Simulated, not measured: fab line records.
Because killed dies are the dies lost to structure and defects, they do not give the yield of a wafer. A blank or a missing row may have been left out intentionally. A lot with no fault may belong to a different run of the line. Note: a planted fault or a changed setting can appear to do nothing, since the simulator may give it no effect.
Matching of chambers || flow n5_finfet || N5_BEOL_M9_ALD_74 on ald_metal-01: 4 sister chambers
The step deposits TaN, target thk 2 nm, pulse time 2 s, purge time 3 s. 8 wafers are shown with their chamber, then 12 later ones without.

## WAFERS PAIRED WITH THEIR CHAMBERS
{"wafer": "L082.5", "chamber": 0, "heater_power_w (W)": 478, "heater_power_outer_w (W)": 251}
{"wafer": "L085.6", "chamber": 0, "heater_power_w (W)": 482, "heater_power_outer_w (W)": 257}
{"wafer": "L087.4", "chamber": 2, "heater_power_w (W)": 415, "heater_power_outer_w (W)": 242}
{"wafer": "L087.5", "chamber": 1, "heater_power_w (W)": 336, "heater_power_outer_w (W)": 181}
{"wafer": "L087.6", "chamber": 3, "heater_power_w (W)": 405, "heater_power_outer_w (W)": 220}
{"wafer": "L089.1", "chamber": 3, "heater_power_w (W)": 406, "heater_power_outer_w (W)": 215}
{"wafer": "L089.5", "chamber": 2, "heater_power_w (W)": 423, "heater_power_outer_w (W)": 238}
{"wafer": "L089.6", "chamber": 1, "heater_power_w (W)": 335, "heater_power_outer_w (W)": 185}

## WAFERS WHOSE CHAMBER IS MISSING
{"wafer": "L090.3", "heater_power_w (W)": 405, "heater_power_outer_w (W)": 217}
{"wafer": "L090.4", "heater_power_w (W)": 326, "heater_power_outer_w (W)": 177}
{"wafer": "L090.5", "heater_power_w (W)": 467, "heater_power_outer_w (W)": 242}
{"wafer": "L093.3", "heater_power_w (W)": 322, "heater_power_outer_w (W)": 189}
{"wafer": "L093.4", "heater_power_w (W)": 425, "heater_power_outer_w (W)": 223}
{"wafer": "L093.6", "heater_power_w (W)": 331, "heater_power_outer_w (W)": 184}
{"wafer": "L094.1", "heater_power_w (W)": 412, "heater_power_outer_w (W)": 217}
{"wafer": "L094.2", "heater_power_w (W)": 479, "heater_power_outer_w (W)": 246}
{"wafer": "L094.5", "heater_power_w (W)": 428, "heater_power_outer_w (W)": 239}
{"wafer": "L095.1", "heater_power_w (W)": 421, "heater_power_outer_w (W)": 236}
{"wafer": "L095.4", "heater_power_w (W)": 482, "heater_power_outer_w (W)": 246}
{"wafer": "L095.5", "heater_power_w (W)": 425, "heater_power_outer_w (W)": 244}

## EACH ONE'S CHAMBER
{"wafer": "L090.3", "from the rows above": 3, "in truth": 3}
{"wafer": "L090.4", "from the rows above": 1, "in truth": 1}
{"wafer": "L090.5", "from the rows above": 0, "in truth": 0}
{"wafer": "L093.3", "from the rows above": 1, "in truth": 1}
{"wafer": "L093.4", "from the rows above": "can't be placed: 2 or 3", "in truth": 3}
{"wafer": "L093.6", "from the rows above": 1, "in truth": 1}
{"wafer": "L094.1", "from the rows above": 3, "in truth": 3}
{"wafer": "L094.2", "from the rows above": 0, "in truth": 0}
{"wafer": "L094.5", "from the rows above": 2, "in truth": 2}
{"wafer": "L095.1", "from the rows above": 2, "in truth": 2}
{"wafer": "L095.4", "from the rows above": 0, "in truth": 0}
{"wafer": "L095.5", "from the rows above": 2, "in truth": 2}
Correct placement for 11 of the 12. Can't be placed from these rows: 1 (the true chamber is among the candidates in 1). Placed wrongly: 0.
How it was worked out, from the rows above alone: a wafer's distance from a chamber is the root of the sum, over the readings, of the square of ((its reading less the chamber's mean) divided by the reading's scatter). The wafer belongs to the nearest chamber; if the next one is less than 2 further off, it can't be placed. A chamber's mean is the mean of its shown wafers. The scatter: take each reading less its chamber's mean, square it, sum over the shown wafers, divide by the number of wafers less the number of chambers, and take the root.
